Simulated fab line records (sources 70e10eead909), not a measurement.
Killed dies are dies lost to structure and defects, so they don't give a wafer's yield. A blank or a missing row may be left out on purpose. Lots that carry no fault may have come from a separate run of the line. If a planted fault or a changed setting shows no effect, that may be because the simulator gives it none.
fab line records	flow nandHarc
record: lots: 24	wafers: 72	lastDay: 25
route steps=1159 shown A_STAIRCASE@555
lots with no fault: from the same line, run without faults
startH: hours from the record's first day to the start of the lot's first wafer shown	waitH: time in hours since the lot's previous step	" same as the row above	L1.1+2: a single row standing in for several wafers	- no value, or no start was given	* or withheld: withheld	< > ~ a bound
route shown NAME@n: names a module that has steps shown in the file, with the first one's number in the route	usual: mean and standard deviation over wafers with no fault	same: alike in all rows	chamber/n: place in a boat	sites: per-site readings	_std_site: how widely they spread, as a standard deviation	_edge_site: inner sites' mean taken away from outer sites' mean	radiusMm: how far each site lies from the wafer's centre	mask NAME#n: copy n	behind: tool/chamber where the wafer was last shaped	hold: the reason the lot was held/the length of the hold in hours/how it ended	device: whichever transistor did not switch (one of n, p or np)	end of line: tests of these same wafers at the route's end	step lacking rows: just its recipe	killed: the dies lost at the first sort to structure and to defects; this is not the yield of the wafer	map: shows each die of a wafer: x if killed, . if not, _ if none is there
set.NAME: the setting the step ran with; set.NAME@STEP: the setting that earlier step ran with	model.NAME: the simulator's own value behind a step, which no gauge read
route steps across a sampled set of lots; one table per step, one row per wafer
services: when a tool's chamber went out of use (startH, in hours from the record's first day, below 0 if earlier), for how many hours, and the reason
== steps ==
step: NHARC_A_STAIRCASE_ETCH_19
recipe: targetDepthA: 1000	timeS: 40.5	ionEnergyEv: 400	c4f8FlowSccm: 20	o2FlowSccm: 10	arFlowSccm: withheld	rfW: 600	biasW: 1000	chemistry: C4F8/O2
usual: biasW: 999.8/2.7	oesProductAu: 0.940/0.01	rfVppV: 895/6.1
lot.wafer	tool	chamber	startH	waitH	biasW	oesProductAu	rfHoursCounterH	rfVppV
L074.4	rieDiel-05	1	-	-	1004.8	0.935	31	890
L074.3	"	2	"	"	999.9	0.935	24	895
L074.5	"	1	"	"	1002.7	0.934	-	891
L076.2	rieDiel-04	3	-	-	999.4	0.926	46	900
L076.3	"	0	"	"	997.2	0.936	45	899
L076.6	"	2	"	"	998.6	0.949	-	904
L075.2	rieDiel-05	2	-	-	1002.8	0.936	27	894
L075.4	"	3	"	"	996.5	0.946	31	906
L075.5	"	2	"	"	998.2	0.944	-	895
L077.4	rieDiel-05	3	-	-	999.0	0.954	32	906
L077.1	"	0	"	"	1004.6	0.936	33	890
L077.5	"	0	"	"	999.6	0.943	-	888
L079.1	rieDiel-05	3	-	-	997.0	0.955	33	906
L079.4	"	1	"	"	1000.1	0.939	35	890
L079.5	"	3	"	"	1005.3	0.944	-	906
L078.4	rieDiel-05	1	-	-	1000.9	0.926	40	888
L078.1	"	2	"	"	999.2	0.939	33	895
L078.3	"	3	"	"	998.1	0.943	38	905
L080.2	rieDiel-05	0	-	-	999.6	0.952	41	888
L080.6	"	3	"	"	1002.5	0.955	-	905
L080.5	"	0	"	"	998.1	0.944	-	889
L081.4	rieDiel-04	1	-	-	998.2	0.930	58	894
L081.2	"	3	"	"	1001.8	0.920	57	899
L081.6	"	0	"	"	996.3	0.942	-	898
L084.3	rieDiel-04	3	-	-	999.9	0.931	60	900
L084.1	"	1	"	"	1000.5	0.928	61	893
L084.4	"	1	"	"	1002.1	0.943	-	894
L082.1	rieDiel-04	0	-	-	1000.1	0.948	60	899
L082.2	"	1	"	"	1004.8	0.937	61	894
L082.6	"	1	"	"	1002.7	0.944	-	895
L083.4	rieDiel-06	2	-	-	999.6	0.941	16	889
L083.3	"	3	"	"	1003.7	0.946	15	899
L083.5	"	1	"	"	999.7	0.938	-	889
L086.3	rieDiel-05	2	-	-	997.2	0.935	52	894
L086.2	"	0	"	"	1001.7	0.951	55	888
L086.5	"	1	"	"	1001.0	0.945	-	889
L088.3	rieDiel-06	0	-	-	999.1	0.936	22	888
L088.1	"	3	"	"	1002.9	0.934	22	898
L088.6	"	0	"	"	1000.0	0.925	-	888
L087.2	rieDiel-04	1	-	-	998.3	0.927	6	895
L087.5	"	1	"	"	1003.6	0.931	-	893
L087.4	"	3	"	"	1000.6	0.930	-	900
L085.2	rieDiel-06	1	-	-	996.9	0.941	28	888
L085.3	"	2	"	"	995.9	0.938	27	889
L085.1	"	3	"	"	995.3	0.951	26	899
L089.3	rieDiel-06	0	-	-	1000.5	0.960	29	888
L089.5	"	0	"	"	998.9	0.949	-	887
L089.6	"	1	"	"	1001.0	0.964	-	888
L091.3	rieDiel-06	1	-	-	1002.2	0.943	33	889
L091.4	"	0	"	"	998.6	0.936	32	886
L091.5	"	1	"	"	999.9	0.938	-	888
L090.1	rieDiel-06	2	-	-	995.3	0.962	33	889
L090.4	"	1	"	"	997.0	0.957	33	889
L090.5	"	3	"	"	1003.8	0.953	-	900
L093.3	rieDiel-06	2	-	-	1000.9	0.930	37	889
L093.1	"	0	"	"	1001.4	0.944	36	888
L093.5	"	3	"	"	1002.9	0.950	-	900
L092.3	rieDiel-04	3	-	-	996.6	0.927	22	900
L092.6	"	2	"	"	1004.0	0.936	-	904
L092.5	"	3	"	"	992.0	0.924	-	900
L094.1	rieDiel-04	3	-	-	1000.9	0.930	23	899
L094.3	"	1	"	"	1003.0	0.926	21	894
L094.6	"	0	"	"	997.7	0.931	-	900
L097.1	rieDiel-04	0	-	-	1000.3	0.946	27	899
L097.2	"	2	"	"	1005.2	0.960	17	905
L097.6	"	1	"	"	1004.9	0.935	-	893
L095.3	rieDiel-06	0	-	-	1001.8	0.939	45	888
L095.1	"	1	"	"	1000.0	0.935	47	890
L095.5	"	3	"	"	1001.4	0.949	-	899
L096.2	rieDiel-04	1	-	-	999.9	0.932	29	893
L096.4	"	2	"	"	998.6	0.936	22	905
L096.5	"	2	"	"	996.9	0.936	-	905
step: NHARC_A_STAIRCASE_TRIM_20
recipe: timeS: 211.2	o2FlowSccm: 500	arFlowSccm: 0	biasW: 0	chemistry: O2
usual: drypumpMotorCurrentA: 5.71/0.22	oesProductAu: 1.000/0.0095	rfVppV: 57.6/0.91	showerheadPlenumPTorr: 3.48/0.17	throttleValvePct: 17.035/0.0089
same: biasW: 0
lot.wafer	tool	chamber	startH	waitH	drypumpMotorCurrentA	oesProductAu	rfHoursCounterH	rfVppV	showerheadPlenumPTorr	throttleValvePct
L074.3	rieDiel-06	3	239.40	0.1	5.77	1.013	64	57.2	3.65	17.035
L074.5	"	3	"	"	5.76	1.023	-	57.9	3.65	17.022
L074.4	"	0	"	"	5.57	1.006	-	55.5	3.31	17.044
L076.2	rieDiel-04	0	246.47	0.1	5.71	1.007	45	59.0	3.63	17.036
L076.3	"	2	"	"	5.61	1.008	48	59.8	3.78	17.041
L076.6	"	0	"	"	5.72	1.012	-	59.0	3.63	17.039
L075.4	rieDiel-05	2	247.87	0.1	5.34	1.004	27	57.5	3.51	17.038
L075.2	"	0	"	"	5.73	0.998	32	57.2	3.33	17.043
L075.5	"	2	"	"	5.34	0.995	-	57.6	3.51	17.044
L077.4	rieDiel-06	1	252.57	0.1	6.27	0.998	0	57.6	3.35	17.030
L077.1	"	3	"	"	5.74	1.012	0	57.5	3.65	17.043
L077.5	"	1	"	"	6.20	1.013	-	57.7	3.35	17.006
L079.1	rieDiel-05	1	252.87	0.1	5.73	0.990	35	56.8	3.37	17.030
L079.4	"	0	"	"	5.71	0.992	34	57.1	3.33	17.031
L079.5	"	2	"	"	5.34	0.994	-	58.3	3.51	17.039
L078.4	rieDiel-05	2	260.87	0.1	5.35	0.992	33	59.2	3.50	17.033
L078.3	"	3	"	"	5.81	1.003	38	59.0	3.79	17.029
L078.1	"	1	"	"	5.74	0.991	40	57.2	3.36	17.032
L080.2	rieDiel-05	1	268.02	0.1	5.74	0.977	42	57.1	3.36	17.029
L080.5	"	1	"	"	5.73	0.983	-	56.8	3.36	17.042
L080.6	"	2	"	"	5.36	0.992	-	57.1	3.50	17.024
L081.4	rieDiel-05	3	279.57	0.1	5.81	1.001	43	58.2	3.78	17.052
L081.2	"	0	"	"	5.73	0.999	44	57.4	3.33	17.024
L081.6	"	3	"	"	5.80	1.008	-	57.7	3.78	17.038
L084.3	rieDiel-05	2	288.11	0.1	5.35	1.001	43	57.2	3.50	17.035
L084.1	"	3	"	"	5.80	1.009	47	58.8	3.78	17.027
L084.4	"	0	"	"	5.72	0.997	46	57.5	3.33	17.035
L082.2	rieDiel-04	0	288.66	0.1	5.73	1.004	60	58.4	3.62	17.029
L082.1	"	1	"	"	5.49	0.982	61	58.7	3.48	17.039
L082.6	"	1	"	"	5.49	0.994	-	59.3	3.48	17.025
L083.3	rieDiel-06	0	294.80	0.1	5.62	0.997	17	56.5	3.30	17.023
L083.4	"	3	"	"	5.77	0.998	15	57.4	3.64	17.029
L083.5	"	1	"	"	6.23	1.007	-	57.1	3.34	17.037
L086.3	rieDiel-05	1	308.92	0.1	5.76	0.990	58	58.1	3.35	17.031
L086.2	"	2	"	"	5.36	0.998	52	56.7	3.49	17.030
L086.5	"	0	"	"	5.70	0.994	-	57.6	3.32	17.022
L088.1	rieDiel-04	0	309.54	0.1	5.73	1.007	5	58.4	3.62	17.036
L088.3	"	1	"	"	5.50	1.001	4	56.5	3.48	17.032
L088.6	"	0	"	"	5.70	1.001	-	57.7	3.62	17.036
L087.2	rieDiel-04	0	313.94	0.1	5.73	0.996	7	58.3	3.62	17.028
L087.5	"	0	"	"	5.77	1.001	-	58.3	3.62	17.038
L087.4	"	1	"	"	5.49	0.988	-	58.8	3.48	17.040
L085.1	rieDiel-06	1	321.02	0.1	6.25	1.000	28	57.7	3.33	17.033
L085.3	"	2	"	"	5.70	0.991	27	57.9	3.33	17.031
L085.2	"	3	"	"	5.75	0.998	26	58.9	3.64	17.018
L089.3	rieDiel-05	1	328.42	0.1	5.74	0.983	64	57.6	3.35	17.043
L089.6	"	3	"	"	5.79	0.999	-	57.7	3.77	17.042
L089.5	"	0	"	"	5.71	1.011	-	57.4	3.32	17.012
L091.4	rieDiel-05	2	333.35	0.1	5.37	1.009	60	56.3	3.49	17.039
L091.3	"	3	"	"	5.80	0.999	63	58.6	3.77	17.039
L091.5	"	2	"	"	5.37	1.003	-	56.5	3.49	17.058
L090.1	rieDiel-06	2	333.53	0.1	5.72	0.985	33	56.0	3.33	17.026
L090.4	"	3	"	"	5.77	1.021	32	58.0	3.63	17.014
L090.5	"	3	"	"	5.79	1.009	-	58.3	3.63	17.048
L093.1	rieDiel-06	0	347.49	0.1	5.58	0.997	36	56.7	3.29	17.023
L093.3	"	1	"	"	6.24	1.008	37	56.3	3.33	17.036
L093.5	"	0	"	"	5.57	0.992	-	56.0	3.29	17.039
L092.3	rieDiel-06	0	348.20	0.1	5.58	1.011	36	58.3	3.29	17.036
L092.5	"	0	"	"	5.62	1.013	-	57.5	3.29	17.060
L092.6	"	1	"	"	6.19	1.019	-	58.4	3.33	17.031
L094.1	rieDiel-04	2	353.47	0.1	5.65	1.010	14	57.8	3.76	17.034
L094.3	"	3	"	"	6.00	0.990	23	58.2	3.63	17.022
L094.6	"	1	"	"	5.52	0.994	-	56.8	3.47	17.043
L097.2	rieDiel-05	1	369.14	0.1	5.76	0.988	7	58.6	3.35	17.033
L097.1	"	2	"	"	5.37	0.989	6	57.4	3.48	17.049
L097.6	"	0	"	"	5.71	1.005	-	56.9	3.31	17.045
L095.3	rieDiel-06	3	375.39	0.1	5.75	1.000	47	58.5	3.62	17.032
L095.1	"	1	"	"	6.18	1.019	47	57.1	3.32	17.032
L095.5	"	0	"	"	5.59	1.009	-	57.4	3.29	17.021
L096.4	rieDiel-05	3	381.15	0.1	5.78	1.011	10	56.5	3.76	17.018
L096.2	"	0	"	"	5.72	1.009	12	56.2	3.31	17.044
L096.5	"	2	"	"	5.35	0.980	-	58.3	3.48	17.029
step: NHARC_A_STAIRCASE_ETCH_192
recipe: targetDepthA: 1000	timeS: 40.5	ionEnergyEv: 400	c4f8FlowSccm: 20	o2FlowSccm: 10	arFlowSccm: withheld	rfW: 600	biasW: 1000	chemistry: C4F8/O2
usual: biasW: 1000/3	oesProductAu: 0.940/0.011	rfVppV: 894/6.2
lot.wafer	tool	chamber	startH	waitH	biasW	oesProductAu	rfHoursCounterH	rfVppV
L074.3	rieDiel-05	2	-	-	998	0.941	25	893
L074.4	"	0	"	"	1001	0.932	30	890
L074.5	"	2	"	"	1004	0.946	-	895
L076.3	rieDiel-04	2	-	-	999	0.955	50	905
L076.2	"	0	"	"	1008	0.951	47	901
L076.6	"	2	"	"	1000	0.955	-	905
L075.4	rieDiel-05	0	-	-	1000	0.948	33	890
L075.2	"	1	"	"	1002	0.939	34	890
L075.5	"	3	"	"	998	0.952	-	906
L077.4	rieDiel-05	2	-	-	999	0.930	30	894
L077.1	"	3	"	"	998	0.930	34	904
L077.5	"	1	"	"	996	0.937	-	890
L079.4	rieDiel-05	1	-	-	999	0.934	37	889
L079.1	"	2	"	"	997	0.931	31	896
L079.5	"	3	"	"	1002	0.934	-	903
L078.3	rieDiel-06	2	-	-	1001	0.934	7	889
L078.1	"	3	"	"	1004	0.969	7	901
L078.4	"	0	"	"	1002	0.966	7	887
L080.2	rieDiel-06	0	-	-	998	0.946	10	888
L080.6	"	2	"	"	999	0.933	-	888
L080.5	"	3	"	"	1003	0.962	-	900
L081.2	rieDiel-05	0	-	-	998	0.943	44	888
L081.4	"	2	"	"	1000	0.944	40	894
L081.6	"	1	"	"	1003	0.936	-	890
L084.3	rieDiel-05	3	-	-	1000	0.950	48	905
L084.4	"	0	"	"	998	0.943	48	889
L084.1	"	2	"	"	998	0.949	44	896
L082.1	rieDiel-05	3	-	-	1001	0.952	48	905
L082.2	"	1	"	"	1002	0.927	50	890
L082.6	"	2	"	"	997	0.940	-	894
L083.3	rieDiel-04	3	-	-	996	0.933	0	902
L083.4	"	3	"	"	1002	0.926	-	899
L083.5	"	1	"	"	1001	0.925	-	894
L086.2	rieDiel-06	0	-	-	1005	0.933	22	887
L086.3	"	1	"	"	998	0.942	23	889
L086.5	"	1	"	"	995	0.945	-	887
L088.3	rieDiel-06	3	-	-	1002	0.950	23	900
L088.1	"	1	"	"	1003	0.947	24	889
L088.6	"	2	"	"	1004	0.934	-	888
L087.4	rieDiel-06	2	-	-	996	0.927	25	888
L087.2	"	1	"	"	1010	0.944	26	889
L087.5	"	3	"	"	1003	0.940	-	900
L085.1	rieDiel-06	2	-	-	1001	0.940	28	889
L085.3	"	0	"	"	998	0.949	27	888
L085.2	"	1	"	"	995	0.969	29	889
L089.3	rieDiel-06	1	-	-	1002	0.947	32	888
L089.5	"	2	"	"	996	0.933	-	888
L089.6	"	3	"	"	1000	0.949	-	901
L091.4	rieDiel-06	2	-	-	997	0.930	34	889
L091.3	"	0	"	"	1000	0.941	33	887
L091.5	"	1	"	"	997	0.943	-	888
L090.1	rieDiel-04	0	-	-	1002	0.923	17	898
L090.4	"	2	"	"	1004	0.943	7	904
L090.5	"	0	"	"	998	0.926	-	900
L093.1	rieDiel-05	3	-	-	998	0.957	1	906
L093.3	"	0	"	"	1001	0.959	1	889
L093.5	"	3	"	"	998	0.962	-	904
L092.3	rieDiel-06	1	-	-	1004	0.935	39	890
L092.6	"	2	"	"	993	0.927	-	889
L092.5	"	3	"	"	997	0.936	-	899
L094.1	rieDiel-05	2	-	-	997	0.919	3	894
L094.3	"	3	"	"	997	0.947	4	905
L094.6	"	0	"	"	997	0.940	-	888
L097.2	rieDiel-06	3	-	-	999	0.942	46	899
L097.1	"	0	"	"	996	0.950	45	888
L097.6	"	2	"	"	1000	0.925	-	888
L095.3	rieDiel-05	1	-	-	998	0.935	11	890
L095.1	"	2	"	"	1001	0.922	9	895
L095.5	"	1	"	"	998	0.942	-	889
L096.4	rieDiel-06	3	-	-	994	0.934	49	900
L096.2	"	0	"	"	1005	0.940	48	887
L096.5	"	1	"	"	1003	0.948	-	888
step: NHARC_A_STAIRCASE_ETCH_199
recipe: targetDepthA: 1000	timeS: 40.5	ionEnergyEv: 400	c4f8FlowSccm: 20	o2FlowSccm: 10	arFlowSccm: withheld	rfW: 600	biasW: 1000	chemistry: C4F8/O2
usual: biasW: 999.8/2.7	oesProductAu: 0.942/0.013	rfVppV: 895/6.2
lot.wafer	tool	chamber	startH	waitH	biasW	oesProductAu	rfHoursCounterH	rfVppV
L074.3	rieDiel-05	0	-	-	998.6	0.933	30	887
L074.4	"	2	"	"	999.4	0.939	26	895
L074.5	"	0	"	"	1002.1	0.931	-	887
L076.2	rieDiel-04	2	-	-	998.8	0.952	50	904
L076.3	"	0	"	"	998.6	0.950	47	899
L076.6	"	2	"	"	1004.4	0.936	-	905
L075.4	rieDiel-04	3	-	-	1000.0	0.936	49	901
L075.2	"	0	"	"	996.1	0.959	48	898
L075.5	"	0	"	"	1002.2	0.960	-	899
L079.1	rieDiel-05	1	-	-	991.2	0.924	38	889
L079.4	"	2	"	"	1003.7	0.939	31	894
L079.5	"	0	"	"	995.0	0.947	-	889
L077.1	rieDiel-06	2	-	-	1002.4	0.925	3	889
L077.4	"	0	"	"	997.3	0.942	3	888
L077.5	"	2	"	"	1001.8	0.922	-	890
L078.4	rieDiel-06	2	-	-	998.7	0.944	8	890
L078.1	"	3	"	"	1000.9	0.953	7	900
L078.3	"	0	"	"	996.2	0.953	8	887
L080.2	rieDiel-06	1	-	-	994.9	0.939	11	889
L080.6	"	1	"	"	997.1	0.940	-	889
L080.5	"	2	"	"	1001.3	0.923	-	890
L081.2	rieDiel-05	3	-	-	1000.7	0.955	46	904
L081.4	"	0	"	"	1001.2	0.945	46	887
L081.6	"	2	"	"	1001.6	0.942	-	894
L084.3	rieDiel-06	1	-	-	1002.8	0.950	17	889
L084.1	"	3	"	"	995.1	0.957	14	899
L084.4	"	0	"	"	1004.9	0.963	16	887
L082.2	rieDiel-05	2	-	-	1003.4	0.931	45	895
L082.1	"	1	"	"	996.9	0.925	50	891
L082.6	"	2	"	"	1000.3	0.942	-	895
L083.4	rieDiel-05	2	-	-	1003.5	0.945	48	896
L083.3	"	0	"	"	1001.3	0.958	52	889
L083.5	"	2	"	"	1002.0	0.954	-	895
L086.2	rieDiel-04	1	-	-	997.5	0.920	5	895
L086.3	"	0	"	"	1000.8	0.924	6	900
L086.5	"	3	"	"	1001.5	0.931	-	900
L088.1	rieDiel-05	3	-	-	1002.5	0.931	57	905
L088.3	"	1	"	"	999.6	0.937	60	890
L088.6	"	0	"	"	1003.3	0.933	-	889
L087.2	rieDiel-06	2	-	-	998.2	0.948	25	889
L087.4	"	3	"	"	997.1	0.953	25	900
L087.5	"	1	"	"	998.4	0.965	-	888
L085.3	rieDiel-04	0	-	-	996.1	0.929	12	900
L085.2	"	1	"	"	1006.5	0.910	11	894
L085.1	"	2	"	"	1002.2	0.931	3	904
L089.3	rieDiel-04	1	-	-	997.4	0.919	14	894
L089.6	"	3	"	"	994.7	0.934	-	901
L089.5	"	0	"	"	1002.6	0.917	-	900
L091.4	rieDiel-05	2	-	-	998.4	0.956	63	896
L091.3	"	3	"	"	996.1	0.962	65	906
L091.5	"	3	"	"	993.7	0.961	-	904
L090.4	rieDiel-04	1	-	-	1000.2	0.951	16	894
L090.1	"	3	"	"	1001.4	0.930	17	900
L090.5	"	0	"	"	1003.8	0.946	-	898
L093.3	rieDiel-05	1	-	-	999.7	0.945	1	890
L093.1	"	0	"	"	1002.0	0.949	1	886
L093.5	"	1	"	"	996.9	0.951	-	891
L092.3	rieDiel-06	3	-	-	998.0	0.944	38	900
L092.5	"	1	"	"	1001.4	0.932	-	887
L092.6	"	2	"	"	1001.9	0.936	-	891
L094.3	rieDiel-05	3	-	-	996.0	0.946	4	906
L094.1	"	0	"	"	1000.7	0.963	5	887
L094.6	"	3	"	"	999.9	0.961	-	904
L097.1	rieDiel-04	1	-	-	1002.9	0.941	25	894
L097.2	"	3	"	"	993.1	0.928	29	899
L097.6	"	1	"	"	998.2	0.938	-	893
L095.1	rieDiel-04	0	-	-	1001.7	0.935	31	899
L095.3	"	1	"	"	998.1	0.935	29	894
L095.5	"	1	"	"	998.1	0.934	-	894
L096.4	rieDiel-06	3	-	-	999.4	0.962	50	899
L096.2	"	1	"	"	1000.2	0.936	51	888
L096.5	"	3	"	"	1001.6	0.942	-	898
step: NHARC_A_STAIRCASE_ETCH_221
recipe: targetDepthA: 1000	timeS: 40.5	ionEnergyEv: 400	c4f8FlowSccm: 20	o2FlowSccm: 10	arFlowSccm: withheld	rfW: 600	biasW: 1000	chemistry: C4F8/O2
usual: biasW: 999.7/2.8	oesProductAu: 0.936/0.013	rfVppV: 895/6.5
lot.wafer	tool	chamber	startH	waitH	biasW	oesProductAu	rfHoursCounterH	rfVppV
L074.4	rieDiel-04	2	-	-	999.9	0.917	49	904
L074.3	"	3	"	"	998.3	0.909	47	901
L074.5	"	2	"	"	997.1	0.935	-	906
L076.2	rieDiel-06	3	-	-	998.9	0.947	0	900
L076.3	"	0	"	"	998.9	0.936	0	887
L076.6	"	3	"	"	996.7	0.946	-	901
L075.4	rieDiel-06	1	-	-	1001.0	0.938	1	890
L075.2	"	3	"	"	1003.1	0.973	1	901
L075.5	"	1	"	"	997.1	0.937	-	889
L079.4	rieDiel-05	1	-	-	998.5	0.924	39	889
L079.1	"	0	"	"	995.4	0.927	38	888
L079.5	"	2	"	"	997.1	0.922	-	895
L077.4	rieDiel-04	3	-	-	996.4	0.932	53	900
L077.1	"	1	"	"	1003.3	0.920	54	893
L077.5	"	2	"	"	995.9	0.925	-	905
L078.3	rieDiel-06	3	-	-	1004.5	0.932	8	899
L078.4	"	0	"	"	1000.1	0.930	9	887
L078.1	"	1	"	"	998.2	0.944	9	889
L080.2	rieDiel-05	2	-	-	997.7	0.919	38	894
L080.6	"	3	"	"	996.5	0.928	-	906
L080.5	"	0	"	"	1006.2	0.926	-	888
L081.2	rieDiel-05	2	-	-	999.2	0.945	43	895
L081.4	"	0	"	"	1001.2	0.956	46	888
L081.6	"	1	"	"	1000.1	0.933	-	890
L084.3	rieDiel-06	1	-	-	996.8	0.936	18	888
L084.4	"	2	"	"	1003.4	0.919	16	888
L084.1	"	0	"	"	994.7	0.923	17	888
L082.1	rieDiel-05	3	-	-	1002.3	0.934	50	904
L082.2	"	1	"	"	997.0	0.934	53	889
L082.6	"	0	"	"	1004.0	0.932	-	888
L083.3	rieDiel-06	2	-	-	999.7	0.915	18	889
L083.4	"	1	"	"	1001.3	0.933	20	888
L083.5	"	2	"	"	996.8	0.921	-	889
L086.2	rieDiel-05	3	-	-	1000.0	0.951	57	905
L086.3	"	0	"	"	1002.1	0.947	57	889
L086.5	"	2	"	"	1006.0	0.945	-	894
L088.1	rieDiel-06	3	-	-	997.8	0.953	24	901
L088.3	"	1	"	"	993.6	0.966	25	890
L088.6	"	3	"	"	1000.0	0.940	-	899
L087.2	rieDiel-06	2	-	-	1000.4	0.926	27	890
L087.4	"	3	"	"	996.2	0.938	26	900
L087.5	"	2	"	"	999.3	0.926	-	888
L085.2	rieDiel-04	1	-	-	999.6	0.929	12	894
L085.3	"	2	"	"	1002.5	0.941	4	906
L085.1	"	3	"	"	1001.3	0.939	13	900
L089.3	rieDiel-04	2	-	-	999.0	0.932	6	904
L089.6	"	3	"	"	998.3	0.928	-	900
L089.5	"	0	"	"	1002.3	0.931	-	897
L091.4	rieDiel-05	3	-	-	997.1	0.951	65	905
L091.3	"	0	"	"	1005.1	0.932	65	887
L091.5	"	3	"	"	999.4	0.951	-	905
L090.1	rieDiel-04	0	-	-	999.5	0.942	17	899
L090.4	"	3	"	"	1002.0	0.954	18	901
L090.5	"	1	"	"	997.1	0.934	-	895
L092.3	rieDiel-06	3	-	-	1003.0	0.947	40	901
L092.6	"	1	"	"	998.4	0.953	-	887
L092.5	"	2	"	"	1002.4	0.934	-	889
L093.1	rieDiel-04	1	-	-	999.8	0.948	23	894
L093.3	"	3	"	"	1000.1	0.932	26	900
L093.5	"	1	"	"	995.6	0.948	-	894
L094.3	rieDiel-05	0	-	-	998.9	0.953	5	887
L094.1	"	1	"	"	995.7	0.945	5	888
L094.6	"	1	"	"	997.5	0.951	-	889
L097.1	rieDiel-05	0	-	-	1000.8	0.940	9	887
L097.2	"	2	"	"	995.9	0.909	7	896
L097.6	"	3	"	"	1003.0	0.921	-	905
L095.1	rieDiel-05	3	-	-	1001.7	0.965	10	904
L095.3	"	0	"	"	1002.7	0.948	12	887
L095.5	"	0	"	"	1000.9	0.955	-	888
L096.2	rieDiel-04	1	-	-	999.5	0.928	32	894
L096.4	"	2	"	"	1000.0	0.928	25	904
L096.5	"	0	"	"	1001.5	0.918	-	899
step: NHARC_A_STAIRCASE_ETCH_236
recipe: targetDepthA: 1000	timeS: 40.5	ionEnergyEv: 400	c4f8FlowSccm: 20	o2FlowSccm: 10	arFlowSccm: withheld	rfW: 600	biasW: 1000	chemistry: C4F8/O2
usual: biasW: 1000.1/2.9	oesProductAu: 0.941/0.012	rfVppV: 896/6.1
lot.wafer	tool	chamber	startH	waitH	biasW	oesProductAu	rfHoursCounterH	rfVppV
L074.4	rieDiel-04	1	-	-	999.7	0.945	47	894
L074.3	"	2	"	"	1006.8	0.936	49	905
L074.5	"	2	"	"	1004.2	0.939	-	905
L076.2	rieDiel-05	2	-	-	1002.9	0.940	30	894
L076.3	"	0	"	"	1000.7	0.938	34	889
L076.6	"	2	"	"	1001.3	0.934	-	896
L075.4	rieDiel-05	0	-	-	998.8	0.959	36	889
L075.2	"	2	"	"	1000.5	0.936	31	896
L075.5	"	0	"	"	1002.4	0.951	-	888
L077.4	rieDiel-04	1	-	-	1000.4	0.941	54	895
L077.1	"	0	"	"	1000.4	0.950	53	900
L077.5	"	1	"	"	997.7	0.948	-	895
L079.4	rieDiel-06	2	-	-	997.3	0.938	7	889
L079.1	"	3	"	"	1004.4	0.956	6	899
L079.5	"	0	"	"	1000.0	0.948	-	888
L078.4	rieDiel-05	1	-	-	1002.8	0.924	43	891
L078.1	"	2	"	"	1005.4	0.936	37	893
L078.3	"	0	"	"	1004.2	0.943	42	890
L080.2	rieDiel-05	3	-	-	995.3	0.963	43	905
L080.6	"	2	"	"	999.1	0.949	-	894
L080.5	"	3	"	"	1001.6	0.973	-	905
L081.2	rieDiel-05	0	-	-	998.6	0.962	47	889
L081.4	"	2	"	"	1001.8	0.953	44	896
L081.6	"	3	"	"	994.8	0.956	-	904
L084.4	rieDiel-05	2	-	-	999.3	0.930	47	895
L084.3	"	0	"	"	996.2	0.938	51	889
L084.1	"	1	"	"	998.6	0.935	53	889
L082.1	rieDiel-05	3	-	-	1007.5	0.945	51	905
L082.2	"	0	"	"	1001.3	0.947	52	889
L082.6	"	2	"	"	1005.3	0.936	-	894
L083.4	rieDiel-05	1	-	-	1003.7	0.937	55	889
L083.3	"	3	"	"	998.7	0.945	53	905
L083.5	"	1	"	"	1000.3	0.934	-	891
L086.2	rieDiel-05	2	-	-	995.5	0.934	56	893
L086.3	"	3	"	"	999.9	0.934	58	906
L086.5	"	1	"	"	997.3	0.929	-	889
L088.1	rieDiel-04	1	-	-	999.4	0.928	7	894
L088.3	"	3	"	"	999.3	0.926	8	899
L088.6	"	1	"	"	1002.6	0.924	-	895
L087.2	rieDiel-05	1	-	-	995.9	0.920	63	890
L087.4	"	2	"	"	996.2	0.929	57	895
L087.5	"	3	"	"	1001.4	0.929	-	905
L085.1	rieDiel-04	1	-	-	1001.2	0.922	13	895
L085.3	"	2	"	"	997.8	0.938	5	905
L085.2	"	3	"	"	1000.1	0.919	14	900
L089.3	rieDiel-06	1	-	-	1001.1	0.938	35	889
L089.5	"	3	"	"	1003.0	0.943	-	899
L089.6	"	0	"	"	1000.5	0.926	-	888
L091.3	rieDiel-04	2	-	-	997.5	0.942	9	904
L091.4	"	0	"	"	994.4	0.948	18	898
L091.5	"	2	"	"	999.5	0.936	-	903
L090.4	rieDiel-04	1	-	-	997.9	0.936	17	894
L090.1	"	2	"	"	1001.1	0.939	9	905
L090.5	"	0	"	"	1000.4	0.941	-	899
L093.1	rieDiel-04	1	-	-	1002.5	0.942	23	894
L093.3	"	3	"	"	999.4	0.940	26	900
L093.5	"	1	"	"	1002.0	0.943	-	894
L092.3	rieDiel-06	2	-	-	1006.4	0.943	43	888
L092.6	"	1	"	"	997.3	0.958	-	889
L092.5	"	2	"	"	1002.0	0.945	-	887
L094.1	rieDiel-05	1	-	-	998.9	0.932	6	888
L094.3	"	2	"	"	999.5	0.932	5	894
L094.6	"	3	"	"	997.2	0.956	-	907
L097.1	rieDiel-04	2	-	-	1000.4	0.942	21	904
L097.2	"	3	"	"	996.9	0.932	32	900
L097.6	"	3	"	"	998.0	0.941	-	901
L095.3	rieDiel-04	2	-	-	999.4	0.935	23	903
L095.1	"	3	"	"	1000.8	0.931	34	901
L095.5	"	0	"	"	999.6	0.929	-	899
L096.2	rieDiel-04	1	-	-	1001.8	0.939	33	894
L096.4	"	3	"	"	997.8	0.920	36	899
L096.5	"	0	"	"	999.0	0.922	-	899
== services ==
tool	chamber	startH	hours	kind
rieDiel-06	1	215.78	28.6	repair
rieDiel-05	0	221.78	-	clean
rieDiel-05	1	221.78	-	clean
rieDiel-05	2	221.78	-	clean
rieDiel-05	3	221.78	-	clean
rieDiel-06	-	242.80	9.0	pm
rieDiel-05	0	246.36	-	clean
rieDiel-05	1	246.36	-	clean
rieDiel-05	2	246.36	-	clean
rieDiel-05	3	246.36	-	clean
rieDiel-05	0	270.88	-	clean
rieDiel-05	1	270.88	-	clean
rieDiel-05	2	270.88	-	clean
rieDiel-05	3	270.88	-	clean
rieDiel-04	-	275.37	1.1	repair
rieDiel-04	-	289.03	9.0	pm
rieDiel-05	0	295.50	-	clean
rieDiel-05	1	295.50	-	clean
rieDiel-05	2	295.50	-	clean
rieDiel-05	3	295.50	-	clean
rieDiel-06	0	298.58	3.3	repair
rieDiel-04	2	307.44	18.4	repair
rieDiel-05	0	321.12	-	clean
rieDiel-05	-	340.60	9.0	pm
== key ==
fault none
